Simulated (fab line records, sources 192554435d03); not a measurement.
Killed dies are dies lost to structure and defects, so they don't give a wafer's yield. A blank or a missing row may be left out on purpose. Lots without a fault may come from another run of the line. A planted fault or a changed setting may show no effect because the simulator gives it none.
Chamber matching | flow n5_finfet | N5_HKMG_FIN_ALD_71 on ald_metal-02: 4 sister chambers
The step deposits TiN, target thk 1 nm, pulse time 1 s, purge time 3 s. 4 wafers are shown with their chamber, then 8 later ones without.

WAFERS WITH THEIR CHAMBER
wafer  | chamber | heater_power_w (W)
L084.1 | 2       | 914
L084.3 | 3       | 857
L084.6 | 1       | 702
L085.2 | 0       | 982

WAFERS WITHOUT THEIR CHAMBER
wafer  | heater_power_w (W)
L085.3 | 698
L085.6 | 881
L086.2 | 912
L086.4 | 849
L086.5 | 703
L089.2 | 890
L089.5 | 994
L089.6 | 700

WHICH CHAMBER EACH WENT THROUGH
wafer  | from the rows above     | in truth
L085.3 | 1                       | 1
L085.6 | can't be placed: 3 or 2 | 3
L086.2 | 2                       | 2
L086.4 | 3                       | 3
L086.5 | 1                       | 1
L089.2 | can't be placed: 2 or 3 | 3
L089.5 | 0                       | 0
L089.6 | 1                       | 1
Placed correctly: 6 of 8. Can't be placed from these rows: 2 (the true chamber is among the candidates in 2). Placed wrongly: 0.
How it was worked out, from the rows above alone: a wafer's distance from a chamber is the root of the sum, over the readings, of the square of ((its reading less the chamber's mean) divided by the reading's scatter). The wafer belongs to the nearest chamber; if the next one is less than 2 further off, it can't be placed. A chamber's mean is the mean of its shown wafers. The scatter: with one shown wafer a chamber, the root of the mean of the squares of how far each hidden wafer lies from its nearest shown one.
